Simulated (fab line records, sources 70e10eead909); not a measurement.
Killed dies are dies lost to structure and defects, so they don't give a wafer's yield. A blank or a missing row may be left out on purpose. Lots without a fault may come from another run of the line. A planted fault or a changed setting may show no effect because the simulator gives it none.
fab line records | flow nand_harc
record lots=5 wafers=15 last_day=33
route steps=1302 shown THIN_TSV@1256
lots that met no fault: from a run of the same line without faults
start_h: hours from the record's first day to the start of the lot's first wafer shown | wait_h: hours since the lot's step before | " the same as in the row above | L1.1+2: a row that stands for several wafers | - no value, or no start given | * or withheld: withheld | < > ~ a bound
route shown NAME@n: a module of which the file shows steps, and the number in the route of the first | usual: mean/standard deviation of fault-free wafers | same: alike in all rows | chamber/n: place in a boat | sites: the reading at each site | _std_site: their standard deviation | _edge_site: outer sites' mean less inner sites' | radius_mm: how far each site lies from the wafer's centre | mask NAME#n: copy n | behind: the tool/chamber that last shaped the wafer | hold: why the lot was held/for how many hours/how that ended | device: the transistor (n, p or np) that didn't switch | end of line: the same wafers' tests at the end of the route | a step without rows: its recipe alone | killed: dies lost to structure and defects at the first sort, not the wafer's yield | map: a wafer's dies, x killed, . not, _ none there
set.NAME: the setting as run; set.NAME@STEP: as run at that earlier step | model.NAME: the simulator's own value behind a step, which no gauge read
lots at some steps of the route; a table a step, a row a wafer
services: from which hour (start_h, from the record's first day; less than 0 if before it) a tool's chamber was out of use, for how many hours, and why
## steps
# step NHARC_THIN_TSV_EXPOSE_09
# recipe na=0.55 dose_mj=30.7 mask_id=TSV
# usual stage_vel_mm_s=500.00/0.25
# columns lot.wafer tool chamber start_h wait_h mask stage_vel_mm_s
L081.1 krf_scanner-04 0 702.51 - TSV#0 499.96
L081.5 " 0 " " TSV#0 499.67
L081.6 " 0 " " TSV#0 500.17
L082.1 krf_scanner-04 0 705.07 - TSV#0 499.86
L082.4 " 0 " " TSV#0 499.85
L082.6 " 0 " " TSV#0 499.92
L085.1 krf_scanner-01 0 709.92 - TSV#0 499.96
L085.3 " 0 " " TSV#0 500.18
L085.6 " 0 " " TSV#0 500.13
L091.3 krf_scanner-04 0 713.51 - TSV#0 500.01
L091.4 " 0 " " TSV#0 500.64
L091.5 " 0 " " TSV#0 500.30
L096.1 krf_scanner-01 0 770.09 - TSV#0 500.13
L096.2 " 0 " " TSV#0 500.24
L096.3 " 0 " " TSV#0 499.81
# step NHARC_THIN_TSV_PEB_10
# recipe peb_temp_c=118 peb_time_s=85
# columns lot.wafer tool chamber start_h wait_h
L081.1+5+6 litho_track-03 0 702.58 0.1
L082.1+4+6 litho_track-03 0 705.13 0.1
L085.1+3+6 litho_track-05 0 709.99 0.1
L091.3+4+5 litho_track-07 0 713.57 0.1
L096.1+2+3 litho_track-05 0 770.16 0.1
# step NHARC_THIN_TSV_DEVELOP_11
# recipe time_s=70
# same time_s=70
# columns lot.wafer tool chamber start_h wait_h
L081.1+5+6 litho_track-03 0 - -
L082.1+4+6 litho_track-03 0 - -
L085.1+3+6 litho_track-05 0 - -
L091.3+4+5 litho_track-07 0 - -
L096.1+2+3 litho_track-05 0 - -
# step NHARC_THIN_TSV_CD_MEAS_12
# recipe target_cd_nm=1000 landing_energy_ev=500
# usual cd_nm=999.7/1.4
# columns lot.wafer tool chamber start_h wait_h cd_nm
L081.1 cd_sem-03 0 702.67 - 1000.4
L081.5 " 0 " " 1000.4
L081.6 " 0 " " 1000.9
L082.1 cd_sem-01 0 705.23 - 1000.5
L082.4 " 0 " " 1001.0
L082.6 " 0 " " 1000.6
L085.1 cd_sem-01 0 710.08 - 1000.2
L085.3 " 0 " " 997.6
L085.6 " 0 " " 999.9
L091.3 cd_sem-02 0 713.67 - 999.5
L091.4 " 0 " " 998.5
L091.5 " 0 " " 997.5
L096.1 cd_sem-02 0 770.26 - 1000.2
L096.2 " 0 " " 998.1
L096.3 " 0 " " 1000.9
# step NHARC_THIN_TSV_HARDBAKE_13
# recipe temp_c=125 time_s=80
# same time_s=80
# columns lot.wafer tool chamber start_h wait_h
L081.1+5+6 litho_track-07 0 702.75 -
L082.1+4+6 litho_track-07 0 705.31 -
L085.1+3+6 litho_track-05 0 710.16 -
L091.3+4+5 litho_track-07 0 713.75 -
L096.1+2+3 litho_track-03 0 770.34 -
# step NHARC_THIN_TSV_DESCUM_14
# recipe time_s=3 o2_flow_sccm=200 ar_flow_sccm=0 bias_power_w=0 chemistry=O2
# usual drypump_motor_current_A=5.5/0.31 oes_product_au=0.997/0.007 rf_vpp_V=57.6/0.89 showerhead_plenum_p_Torr=1.85/0.081 throttle_valve_pct=11.310/0.0086
# same time_s=3
# columns lot.wafer tool chamber start_h wait_h drypump_motor_current_A oes_product_au rf_hours_counter_h rf_vpp_V showerhead_plenum_p_Torr throttle_valve_pct
L081.1 rie_diel-09 0 702.86 - 5.7 1.003 1.0 59.0 1.90 11.307
L081.6 " 1 " " 5.5 1.002 - 56.1 1.82 11.323
L081.5 " 2 " " 5.5 0.998 - 57.9 1.77 11.307
L082.4 rie_diel-09 0 705.38 - 5.6 1.001 1.7 58.2 1.90 11.311
L082.1 " 3 " " 6.0 0.999 1.6 56.7 1.79 11.315
L082.6 " 0 " " 5.6 1.002 - 59.3 1.90 11.310
L085.1 rie_diel-09 1 710.26 - 5.5 1.006 2.8 58.1 1.82 11.314
L085.3 " 3 " " 6.0 1.003 2.5 56.9 1.79 11.309
L085.6 " 0 " " 5.6 1.016 - 56.8 1.90 11.311
L091.3 rie_diel-09 2 713.83 - 5.5 0.997 3.4 55.8 1.77 11.316
L091.4 " 0 " " 5.6 1.002 3.5 56.8 1.90 11.301
L091.5 " 2 " " 5.5 0.991 - 56.9 1.77 11.312
L096.3 rie_diel-09 2 770.42 - 5.5 0.991 7.8 56.3 1.77 11.298
L096.2 " 3 " " 6.0 0.991 6.7 56.0 1.79 11.295
L096.1 " 1 " " 5.5 1.009 8.2 58.4 1.82 11.309
# step NHARC_THIN_TSV_ETCH_44
# recipe target_depth_a=15942 time_s=797.1 cf4_flow_sccm=150 o2_flow_sccm=10 ar_flow_sccm=0 rf_w=300 bias_w=800 chemistry=CF4/O2
# usual drypump_motor_current_A=5.53/0.29 oes_product_au=0.998/0.0069 rf_vpp_V=791/4.7 showerhead_plenum_p_Torr=1.78/0.071 throttle_valve_pct=16.915/0.01
# same time_s=797.1
# columns lot.wafer tool chamber start_h wait_h drypump_motor_current_A oes_product_au rf_hours_counter_h rf_vpp_V showerhead_plenum_p_Torr throttle_valve_pct
L081.1 rie_diel-09 1 702.92 0.1 5.49 1.006 1.2 788 1.75 16.903
L081.6 " 1 " " 5.47 1.004 - 788 1.75 16.918
L081.5 " 2 " " 5.50 0.995 - 786 1.71 16.934
L082.4 rie_diel-09 3 705.47 0.1 5.97 1.006 1.8 788 1.72 16.915
L082.1 " 1 " " 5.50 1.004 1.8 789 1.75 16.908
L082.6 " 0 " " 5.64 1.005 - 793 1.82 16.909
L085.1 rie_diel-09 2 710.39 0.1 5.50 0.992 2.7 787 1.71 16.922
L085.3 " 3 " " 5.98 0.994 2.7 787 1.72 16.906
L085.6 " 1 " " 5.48 0.999 - 789 1.75 16.921
L091.3 rie_diel-09 0 713.90 0.1 5.63 0.993 3.6 794 1.82 16.926
L091.4 " 3 " " 5.96 1.002 3.2 788 1.72 16.887
L091.5 " 0 " " 5.63 1.001 - 794 1.82 16.928
L096.1 rie_diel-09 3 770.52 0.1 5.99 0.992 6.8 789 1.72 16.912
L096.2 " 1 " " 5.51 0.988 8.3 790 1.74 16.927
L096.3 " 2 " " 5.50 0.983 7.9 786 1.71 16.914
# step NHARC_THIN_TSV_ETCH_15
# recipe target_depth_a=30000 bosch_target_overetch_cycles=2 bosch_etch_step_s=2.8 bosch_dep_step_s=1.2 bosch_cycles=14
# usual drypump_motor_current_A=5.9/0.48
# columns lot.wafer tool chamber start_h wait_h drypump_motor_current_A rf_hours_counter_h
L081.1 rie_si-02 1 703.51 - 6.1 0.3
L081.5 " 3 " " 6.5 -
L081.6 " 0 " " 6.1 -
L082.4 rie_si-04 2 706.04 - 5.8 0
L082.1 " 3 " " 6.4 0
L082.6 " 2 " " 5.8 -
L085.3 rie_si-01 2 710.92 - 6.3 0.7
L085.1 " 1 " " 5.5 0.8
L085.6 " 2 " " 6.3 -
L091.3 rie_si-01 2 714.48 - 6.3 0.8
L091.4 " 3 " " 5.8 1.1
L091.5 " 2 " " 6.3 -
L096.1 rie_si-04 2 771.21 - 5.8 0.5
L096.2 " 3 " " 6.4 0.5
L096.3 " 1 " " 6.4 0.4
# step NHARC_THIN_TSV_CD_MEAS_16
# usual cd_nm=999.8/1.4
# columns lot.wafer tool chamber start_h wait_h cd_nm
L081.1 cd_sem-01 - 703.63 0.1 1000.8
L081.5 " - " " 1001.0
L081.6 " - " " 1000.8
L082.1 cd_sem-01 - 706.19 0.1 1000.8
L082.4 " - " " 1001.8
L082.6 " - " " 1001.1
L085.1 cd_sem-02 - 711.06 0.1 1000.7
L085.3 " - " " 997.4
L085.6 " - " " 999.9
L091.3 cd_sem-02 - 714.63 0.1 999.5
L091.4 " - " " 999.3
L091.5 " - " " 997.4
L096.1 cd_sem-02 - 771.35 0.1 1001.2
L096.2 " - " " 998.0
L096.3 " - " " 1001.4
# step NHARC_THIN_TSV_STRIP_45
# recipe power_w=1500 temp_c=250 chemistry=O2
# usual drypump_motor_current_A=5.6/0.61 heater_power_w=318/31 rf_refl_power_W=15/5.8
# columns lot.wafer tool chamber start_h wait_h drypump_motor_current_A heater_power_w rf_hours_counter_h rf_refl_power_W
L081.1 plasma_asher-02 0 704.01 0.4 6.2 276 19 14
L081.5 " 0 " " 6.2 274 - 14
L081.6 " 1 " " 4.9 327 - 10
L082.1 plasma_asher-02 0 706.26 0.1 6.1 276 20 14
L082.4 " 1 " " 4.9 318 - 10
L082.6 " 1 " " 4.9 323 - 9
L085.1 plasma_asher-02 1 711.19 0.1 4.9 310 22 9
L085.3 " 1 " " 4.9 306 - 10
L085.6 " 0 " " 6.2 273 - 14
L091.4 plasma_asher-01 0 714.79 0.2 5.1 336 - 23
L091.3 " 1 " " 6.3 346 - 10
L091.5 " 1 " " 6.3 357 - 10
L096.2 plasma_asher-01 1 771.43 0.1 6.3 350 16 10
L096.1 " 0 " " 5.1 334 16 24
L096.3 " 0 " " 5.1 334 - 24
# step NHARC_THIN_TSV_STRIP_46
# recipe time_s=1200 temp_c=72.5 chemistry=post_etch_residue_remover
# same time_s=1200
# columns lot.wafer tool chamber start_h wait_h
L081.5+1+6 wet_bench-08 0,2,3 704.37 0.1
L082.6+4+1 wet_bench-10 0,2,3 706.65 0.1
L085.3+1+6 wet_bench-08 0,2,3 711.57 0.2
L091.5+4+3 wet_bench-10 7,0,1 715.06 0.1
L096.2+1+3 wet_bench-10 3,6,0 771.78 0.3
# step NHARC_THIN_TSV_DEP_47
# recipe target_thk_a=2000 temp_c=withheld pressure_torr=6.5 rf_w=900 teos_flow_sccm=161.4 flow_sccm=2650 target_thk_nm=200 gas=O2 material=SiO2
# usual throttle_valve_pct=15.8/0.61
# columns lot.wafer tool chamber start_h wait_h throttle_valve_pct
L081.1 pecvd-01 0 704.91 - 16.4
L081.6 " 1 " " 16.1
L081.5 " 0 " " 16.4
L082.1 pecvd-01 2 707.21 - 16.3
L082.6 " 1 " " 16.3
L082.4 " 2 " " 16.0
L085.3 pecvd-02 2 712.04 - 16.3
L085.1 " 0 " " 15.5
L085.6 " 0 " " 15.8
L091.3 pecvd-01 2 715.64 - 16.1
L091.4 " 0 " " 16.5
L091.5 " 0 " " 16.3
L096.2 pecvd-01 1 772.28 - 16.4
L096.3 " 2 " " 16.3
L096.1 " 0 " " 16.5
# step NHARC_THIN_TSV_ETCHBACK_48
# recipe target_depth_a=10285 over_etch_frac=0.3 time_s=405.17 ion_energy_ev=250 c4f8_flow_sccm=withheld ar_flow_sccm=withheld rf_w=600 bias_w=300 chemistry=C4F8/Ar
# usual oes_product_au=0.95/0.034 rf_vpp_V=545/3.4
# columns lot.wafer tool chamber start_h wait_h oes_product_au rf_hours_counter_h rf_vpp_V
L081.1 rie_diel-13 2 705.29 - 1.00 0.1 545
L081.5 " 0 " " 0.99 - 542
L081.6 " 1 " " 0.99 - 548
L082.4 rie_diel-05 1 707.52 - 0.92 3.2 541
L082.1 " 2 " " 0.93 3.4 547
L082.6 " 2 " " 0.92 - 547
L085.1 rie_diel-13 1 712.43 - 1.00 0.6 550
L085.3 " 3 " " 0.99 0.7 549
L085.6 " 0 " " 1.00 - 541
L091.3 rie_diel-09 0 716.11 0.4 0.98 4.2 547
L091.4 " 1 " " 0.95 4.7 543
L091.5 " 2 " " 0.96 - 540
L096.1 rie_diel-09 1 772.69 - 0.96 8.7 542
L096.3 " 2 " " 0.94 8.3 540
L096.2 " 3 " " 0.96 7.2 541
# step NHARC_THIN_TSV_STRIP_62
# recipe power_w=1500 temp_c=250 time_s=20 chemistry=N2/H2
# usual drypump_motor_current_A=5.6/0.6 heater_power_w=324/29 rf_refl_power_W=15/5.9
# same time_s=20
# columns lot.wafer tool chamber start_h wait_h drypump_motor_current_A heater_power_w rf_hours_counter_h rf_refl_power_W
L081.1 plasma_asher-01 1 705.60 - 6.2 344 0 10
L081.5 " 0 " " 5.1 339 - 23
L081.6 " 1 " " 6.3 342 - 10
L082.1 plasma_asher-01 0 707.88 - 5.1 337 0 24
L082.4 " 0 " " 5.1 335 - 24
L082.6 " 0 " " 5.1 345 - 25
L085.1 plasma_asher-01 1 712.78 - 6.2 347 3 10
L085.3 " 1 " " 6.2 353 - 10
L085.6 " 0 " " 5.1 341 - 24
L091.3 plasma_asher-01 1 716.44 - 6.3 352 - 10
L091.4 " 0 " " 5.1 335 - 24
L091.5 " 0 " " 5.1 349 - 23
L096.1 plasma_asher-01 0 773.12 - 5.1 333 16 -
L096.2 " 1 " " 6.2 344 16 -
L096.3 " 1 " " 6.2 350 - -
# step NHARC_THIN_TSV_DEGAS_49
# recipe temp_c=300 time_s=120
# usual heater_power_w=494/45
# same time_s=120
# columns lot.wafer tool chamber start_h wait_h heater_power_w
L081.1 pvd_sputter-01 - 705.78 0.1 467
L081.5 " - " " 500
L081.6 " - " " 486
L082.4 pvd_sputter-01 - 708.05 0.1 552
L082.1 " - " " 477
L082.6 " - " " 500
L085.1 pvd_sputter-02 - 712.94 0.1 555
L085.3 " - " " 503
L085.6 " - " " 564
L091.4 pvd_sputter-03 - 716.58 0.1 457
L091.3 " - " " 472
L091.5 " - " " 475
L096.3 pvd_sputter-03 - 773.29 0.1 538
L096.2 " - " " 480
L096.1 " - " " 485
# step NHARC_THIN_TSV_PRE_CLEAN_50
# recipe time_s=30 temp_c=280 gas=H2/He
# usual heater_power_w=432/39
# same time_s=30
# columns lot.wafer tool chamber start_h wait_h heater_power_w
L081.1 pvd_sputter-01 - - - 484
L081.6 " - " " 433
L081.5 " - " " 444
L082.4 pvd_sputter-01 - - - 445
L082.1 " - " " 443
L082.6 " - " " 480
L085.1 pvd_sputter-02 - - - 337
L085.3 " - " " 399
L085.6 " - " " 482
L091.3 pvd_sputter-03 - - - 465
L091.4 " - " " 425
L091.5 " - " " 430
L096.3 pvd_sputter-03 - - - 420
L096.1 " - " " 417
L096.2 " - " " 416
# step NHARC_THIN_TSV_PVD_19
# recipe target_thk_a=200 chamber_pressure_pa=5 material=TaN
# usual throttle_valve_pct=30.6/0.99
# columns lot.wafer tool chamber start_h wait_h throttle_valve_pct
L081.1 pvd_sputter-01 - - - 30.9
L081.6 " - " " 30.5
L081.5 " - " " 32.3
L082.4 pvd_sputter-01 - - - 30.2
L082.1 " - " " 28.9
L082.6 " - " " 30.3
L085.3 pvd_sputter-02 - - - 30.7
L085.1 " - " " 30.1
L085.6 " - " " 29.6
L091.3 pvd_sputter-03 - - - 30.0
L091.4 " - " " 29.9
L091.5 " - " " 30.0
L096.1 pvd_sputter-03 - - - 29.9
L096.2 " - " " 30.9
L096.3 " - " " 31.7
# step NHARC_THIN_TSV_PVD_51
# recipe target_thk_a=1000 chamber_pressure_pa=5 material=Cu
# usual throttle_valve_pct=30.6/0.99
# columns lot.wafer tool chamber start_h wait_h throttle_valve_pct
L081.1 pvd_sputter-01 - - - 30.6
L081.5 " - " " 30.1
L081.6 " - " " 30.8
L082.1 pvd_sputter-01 - - - 30.6
L082.4 " - " " 32.5
L082.6 " - " " 30.7
L085.1 pvd_sputter-02 - - - 30.9
L085.3 " - " " 30.4
L085.6 " - " " 30.3
L091.4 pvd_sputter-03 - - - 30.2
L091.3 " - " " 30.0
L091.5 " - " " 31.7
L096.3 pvd_sputter-03 - - - 29.8
L096.1 " - " " 30.8
L096.2 " - " " 29.9
# step NHARC_THIN_TSV_ECD_20
# recipe target_thk_a=20000 material=Cu
# columns lot.wafer tool chamber start_h wait_h
L081.1+6+5 ecd_cu-01 1,1,0 706.21 -
L082.1+4+6 ecd_cu-01 0,1,0 708.61 -
L085.1+3+6 ecd_cu-01 1 713.46 -
L091.4+3+5 ecd_cu-01 1,0,1 717.33 -
L096.1+2+3 ecd_cu-01 1,0,0 773.75 -
# step NHARC_THIN_TSV_ANNEAL_52
# recipe temp_c=225 time_s=90
# usual wafer_temp_C_max=225.89/0.22
# same time_s=90
# columns lot.wafer tool chamber start_h wait_h wafer_temp_C_max
L081.1 rtp_anneal-02 0 706.94 0.6 225.69
L081.5 " 0 " " 226.07
L081.6 " 0 " " 226.28
L082.1 rtp_anneal-01 0 709.37 0.7 225.83
L082.4 " 0 " " 225.82
L082.6 " 0 " " 225.94
L085.1 rtp_anneal-01 0 714.19 0.6 225.81
L085.3 " 0 " " 225.72
L085.6 " 0 " " 226.22
L091.3 rtp_anneal-01 0 717.97 0.4 226.16
L091.4 " 0 " " 225.54
L091.5 " 0 " " 225.61
L096.1 rtp_anneal-01 0 774.48 0.6 226.02
L096.2 " 0 " " 225.71
L096.3 " 0 " " 225.54
# step NHARC_THIN_TSV_CMP_21
# recipe t_overpolish_s=30 target_thk_nm=2000
# usual motor_current_A=12.6/1.2 overpolish_run_s=30.000/0.0087 retaining_ring_pressure_frac=1.000/0.0045
# columns lot.wafer tool chamber start_h wait_h motor_current_A overpolish_run_s retaining_ring_pressure_frac
L081.1 cmp-01 3 707.29 - 15.5 30.002 0.999
L081.5 " 3 " " 15.0 30.008 0.993
L081.6 " 0 " " 11.3 30.000 0.993
L082.4 cmp-01 1 709.78 - 12.2 30.006 1.003
L082.1 " 2 " " 11.3 30.017 1.000
L082.6 " 0 " " 12.0 29.995 1.000
L085.1 cmp-01 2 714.56 - 10.9 30.017 0.996
L085.3 " 3 " " 15.5 29.999 0.990
L085.6 " 1 " " 12.5 29.994 0.998
L091.4 cmp-03 2 718.24 - 11.7 30.019 1.001
L091.3 " 1 " " 13.8 30.028 0.999
L091.5 " 3 " " 11.1 29.999 1.003
L096.3 cmp-04 3 774.83 - 13.4 30.003 1.003
L096.1 " 1 " " 12.7 30.004 1.004
L096.2 " 2 " " 12.7 30.004 0.999
# step NHARC_THIN_TSV_SRD_23
# columns lot.wafer tool chamber start_h wait_h
L081.6+1+5 wet_bench-10 5,6,1 707.66 0.0
L082.6+4+1 wet_bench-10 0,1,2 710.10 0.0
L085.1+3+6 wet_bench-08 2,3,5 714.90 0.0
L091.5+4+3 wet_bench-08 7,1,3 718.60 0.0
L096.2+3+1 wet_bench-10 4,6,7 775.20 0.0
# step NHARC_THIN_TSV_DEGAS_53
# recipe temp_c=300 time_s=60
# usual heater_power_w=488/43
# same time_s=60
# columns lot.wafer tool chamber start_h wait_h heater_power_w
L081.1 pvd_sputter-02 - 707.77 0.1 399
L081.6 " - " " 390
L081.5 " - " " 444
L082.1 pvd_sputter-02 - 710.18 0.1 557
L082.4 " - " " 503
L082.6 " - " " 499
L085.1 pvd_sputter-03 - 715.00 0.1 451
L085.3 " - " " 538
L085.6 " - " " 476
L091.3 pvd_sputter-01 - 718.70 0.1 482
L091.4 " - " " 540
L091.5 " - " " 475
L096.1 pvd_sputter-03 - 775.29 0.1 458
L096.3 " - " " 532
L096.2 " - " " 480
# step NHARC_THIN_TSV_PRE_CLEAN_54
# recipe time_s=30 temp_c=280 gas=H2/He
# usual heater_power_w=426/38
# same time_s=30
# columns lot.wafer tool chamber start_h wait_h heater_power_w
L081.1 pvd_sputter-02 - 707.88 0.1 437
L081.6 " - " " 353
L081.5 " - " " 410
L082.1 pvd_sputter-02 - 710.25 0.1 445
L082.4 " - " " 348
L082.6 " - " " 446
L085.3 pvd_sputter-03 - 715.07 0.0 418
L085.1 " - " " 411
L085.6 " - " " 417
L091.4 pvd_sputter-01 - 718.77 0.0 443
L091.3 " - " " 493
L091.5 " - " " 441
L096.2 pvd_sputter-03 - 775.36 0.0 408
L096.1 " - " " 460
L096.3 " - " " 410
# step NHARC_THIN_TSV_PVD_55
# recipe target_thk_a=500 material=TiN
# columns lot.wafer tool chamber start_h wait_h
L081.1+5+6 pvd_sputter-02 - 707.94 0.1
L082.4+1+6 pvd_sputter-02 - 710.37 0.1
L085.3+1+6 pvd_sputter-03 - 715.17 0.1
L091.4+3+5 pvd_sputter-01 - 718.87 0.1
L096.2+3+1 pvd_sputter-03 - 775.44 0.1
# step NHARC_THIN_TSV_PVD_24
# recipe target_thk_a=8000 power_w=withheld chamber_pressure_pa=withheld substrate_temp_c=withheld time_s=withheld gas=Ar material=Al
# columns lot.wafer tool chamber start_h wait_h
L081.1+6+5 pvd_sputter-02 - 708.24 0.3
L082.4+1+6 pvd_sputter-02 - 710.59 0.2
L085.1+3+6 pvd_sputter-03 - 715.29 0.1
L091.4+3+5 pvd_sputter-01 - 719.09 0.2
L096.2+1+3 pvd_sputter-03 - 775.59 0.1
# step NHARC_THIN_TSV_DEHYDRATE_25
# recipe temp_c=150 time_s=120
# same time_s=120
# columns lot.wafer tool chamber start_h wait_h
L081.1+5+6 litho_track-03 0 708.48 -
L082.1+4+6 litho_track-07 0 710.92 -
L085.1+3+6 litho_track-03 0 715.71 -
L091.3+4+5 litho_track-05 0 719.45 -
L096.1+2+3 litho_track-05 0 776.00 -
# step NHARC_THIN_TSV_HMDS_26
# recipe time_s=30
# same time_s=30
# columns lot.wafer tool chamber start_h wait_h
L081.1+5+6 litho_track-03 0 - -
L082.1+4+6 litho_track-07 0 - -
L085.1+3+6 litho_track-03 0 - -
L091.3+4+5 litho_track-05 0 - -
L096.1+2+3 litho_track-05 0 - -
# step NHARC_THIN_TSV_COAT_27
# recipe spin_rpm=*
# columns lot.wafer tool chamber start_h wait_h
L081.1+5+6 litho_track-03 0 - -
L082.1+4+6 litho_track-07 0 - -
L085.1+3+6 litho_track-03 0 - -
L091.3+4+5 litho_track-05 0 - -
L096.1+2+3 litho_track-05 0 - -
# step NHARC_THIN_TSV_SOFTBAKE_28
# recipe temp_c=122 time_s=95
# same time_s=95
# columns lot.wafer tool chamber start_h wait_h
L081.1+5+6 litho_track-03 0 - -
L082.1+4+6 litho_track-07 0 - -
L085.1+3+6 litho_track-03 0 - -
L091.3+4+5 litho_track-05 0 - -
L096.1+2+3 litho_track-05 0 - -
# step NHARC_THIN_TSV_EBR_29
# columns lot.wafer tool chamber start_h wait_h
L081.1+5+6 litho_track-03 0 - -
L082.1+4+6 litho_track-07 0 - -
L085.1+3+6 litho_track-03 0 - -
L091.3+4+5 litho_track-05 0 - -
L096.1+2+3 litho_track-05 0 - -
# step NHARC_THIN_TSV_EXPOSE_30
# recipe na=0.55 dose_mj=11.47 mask_id=PAD
# usual stage_vel_mm_s=500.04/0.24
# columns lot.wafer tool chamber start_h wait_h mask stage_vel_mm_s
L081.1 krf_scanner-01 0 708.75 - PAD#0 500.53
L081.5 " 0 " " PAD#0 500.03
L081.6 " 0 " " PAD#0 500.42
L082.1 krf_scanner-04 0 711.06 - PAD#0 500.14
L082.4 " 0 " " PAD#0 500.26
L082.6 " 0 " " PAD#0 500.05
L085.1 krf_scanner-03 0 715.98 - PAD#0 500.17
L085.3 " 0 " " PAD#0 500.28
L085.6 " 0 " " PAD#0 499.81
L091.3 krf_scanner-01 0 719.60 - PAD#0 499.97
L091.4 " 0 " " PAD#0 499.68
L091.5 " 0 " " PAD#0 500.03
L096.1 krf_scanner-01 0 776.14 - PAD#0 499.84
L096.2 " 0 " " PAD#0 500.19
L096.3 " 0 " " PAD#0 499.87
# step NHARC_THIN_TSV_PEB_31
# recipe peb_temp_c=118 peb_time_s=85
# columns lot.wafer tool chamber start_h wait_h
L081.1+5+6 litho_track-05 0 708.82 0.1
L082.1+4+6 litho_track-05 0 711.13 0.1
L085.1+3+6 litho_track-03 0 716.05 0.1
L091.3+4+5 litho_track-07 0 719.66 0.1
L096.1+2+3 litho_track-03 0 776.21 0.1
# step NHARC_THIN_TSV_DEVELOP_32
# recipe time_s=70
# same time_s=70
# columns lot.wafer tool chamber start_h wait_h
L081.1+5+6 litho_track-05 0 - -
L082.1+4+6 litho_track-05 0 - -
L085.1+3+6 litho_track-03 0 - -
L091.3+4+5 litho_track-07 0 - -
L096.1+2+3 litho_track-03 0 - -
# step NHARC_THIN_TSV_CD_MEAS_33
# recipe target_cd_nm=5000 landing_energy_ev=500
# usual cd_nm=4999.7/1.3
# columns lot.wafer tool chamber start_h wait_h cd_nm
L081.1 cd_sem-02 0 708.91 - 5001.3
L081.5 " 0 " " 4999.7
L081.6 " 0 " " 4999.9
L082.1 cd_sem-02 0 711.22 - 4998.7
L082.4 " 0 " " 4999.0
L082.6 " 0 " " 4999.4
L085.1 cd_sem-03 0 716.14 - 4999.4
L085.3 " 0 " " 5001.4
L085.6 " 0 " " 5000.0
L091.3 cd_sem-02 0 719.76 - 4998.7
L091.4 " 0 " " 4997.9
L091.5 " 0 " " 5000.2
L096.1 cd_sem-02 0 776.30 - 4999.4
L096.2 " 0 " " 5000.6
L096.3 " 0 " " 4999.1
# step NHARC_THIN_TSV_HARDBAKE_34
# recipe temp_c=125 time_s=80
# same time_s=80
# columns lot.wafer tool chamber start_h wait_h
L081.1+5+6 litho_track-05 0 708.99 -
L082.1+4+6 litho_track-07 0 711.30 -
L085.1+3+6 litho_track-07 0 716.23 -
L091.3+4+5 litho_track-05 0 719.84 -
L096.1+2+3 litho_track-03 0 776.38 -
# step NHARC_THIN_TSV_DESCUM_35
# recipe time_s=3 o2_flow_sccm=200 ar_flow_sccm=0 bias_power_w=0 chemistry=O2
# usual drypump_motor_current_A=5.7/0.44 oes_product_au=0.998/0.0068 rf_vpp_V=57.6/0.91 showerhead_plenum_p_Torr=1.87/0.087 throttle_valve_pct=11.311/0.0082
# same time_s=3
# columns lot.wafer tool chamber start_h wait_h drypump_motor_current_A oes_product_au rf_hours_counter_h rf_vpp_V showerhead_plenum_p_Torr throttle_valve_pct
L081.1 rie_diel-05 1 709.10 - 5.2 1.002 3.6 56.6 1.79 11.300
L081.5 " 2 " " 5.6 0.987 - 57.5 1.93 11.307
L081.6 " 3 " " 5.4 0.988 - 58.0 1.87 11.308
L082.4 rie_diel-09 3 711.38 - 6.0 1.001 2.8 57.4 1.79 11.310
L082.1 " 1 " " 5.5 1.006 3.3 58.7 1.82 11.325
L082.6 " 0 " " 5.7 1.005 - 57.6 1.90 11.314
L085.1 rie_diel-13 2 716.31 - 5.6 1.006 0.7 57.0 1.86 11.312
L085.3 " 0 " " 5.8 1.002 1.2 56.2 1.80 11.304
L085.6 " 3 " " 6.0 1.001 - 58.4 1.99 11.319
L091.4 rie_diel-13 0 719.92 - 5.8 0.991 1.4 55.9 1.80 11.302
L091.3 " 1 " " 6.8 1.001 1.1 57.3 1.97 11.301
L091.5 " 3 " " 6.0 0.997 - 57.6 1.99 11.327
L096.2 rie_diel-05 3 776.47 - 5.4 0.993 0.3 58.7 1.87 11.316
L096.3 " 0 " " 5.0 1.007 0.5 59.2 2.04 11.313
L096.1 " 1 " " 5.2 0.994 0.5 56.9 1.79 11.321
# step NHARC_THIN_TSV_ETCH_59
# recipe target_depth_a=8800 icp_w=900 bias_w=100 Cl2_flow_sccm=60 bcl3_flow_sccm=30 time_s=138.1 chemistry=Cl2/BCl3
# usual drypump_motor_current_A=5.5/0.52 oes_product_au=0.999/0.0076 throttle_valve_pct=22.265/0.01
# same time_s=138.1
# columns lot.wafer tool chamber start_h wait_h drypump_motor_current_A oes_product_au rf_hours_counter_h throttle_valve_pct
L081.1 rie_metal-01 0 709.23 0.1 5.0 1.013 1.0 22.269
L081.6 " 1 " " 5.0 1.010 - 22.255
L081.5 " 0 " " 5.0 1.004 - 22.283
L082.1 rie_metal-03 0 711.54 0.1 6.0 1.012 0.2 22.263
L082.4 " 1 " " 5.5 0.994 - 22.270
L082.6 " 0 " " 6.0 1.008 - 22.273
L085.1 rie_metal-02 0 716.44 0.1 6.1 0.994 1.0 22.261
L085.3 " 0 " " 6.1 0.999 - 22.268
L085.6 " 0 " " 6.1 0.998 - 22.284
L091.4 rie_metal-01 1 720.11 0.2 5.0 0.993 - 22.264
L091.3 " 0 " " 5.0 0.996 - 22.267
L091.5 " 0 " " 5.0 0.996 - 22.252
L096.2 rie_metal-03 1 776.59 0.1 5.5 0.980 2.4 22.260
L096.1 " 0 " " 6.0 1.001 2.4 22.253
L096.3 " 0 " " 6.0 1.003 - 22.244
## services
# columns tool chamber start_h hours kind
pecvd-01 1 682.40 6.0 repair
ecd_cu-01 - 688.63 8.0 pm
rie_diel-13 - 696.00 9.0 pm
rie_metal-03 - 696.00 9.0 pm
rie_si-04 - 696.02 9.0 pm
plasma_asher-01 - 696.19 9.0 pm
krf_scanner-04 - 698.00 4.0 pm
pvd_sputter-03 - 704.04 10.0 pm
pecvd-01 1 713.01 3.4 repair
cmp-01 - 721.13 2.2 repair
wet_bench-10 - 723.01 9.3 repair
plasma_asher-01 - 730.86 10.0 repair
pvd_sputter-03 - 730.93 4.5 repair
rie_diel-09 0 731.96 3.0 repair
krf_scanner-01 - 751.67 0.1 repair
krf_scanner-01 - 754.59 0.3 repair
pvd_sputter-03 - 759.40 1.8 repair
rie_diel-05 - 760.60 9.0 pm
pvd_sputter-01 - 762.46 10.0 pm
rie_diel-09 0 763.42 11.2 repair
pvd_sputter-01 - 772.59 4.1 repair
cmp-01 - 773.27 0.9 repair
cmp-01 - 774.72 4.0 pm
litho_track-07 - 776.00 7.0 pm
## key
fault none
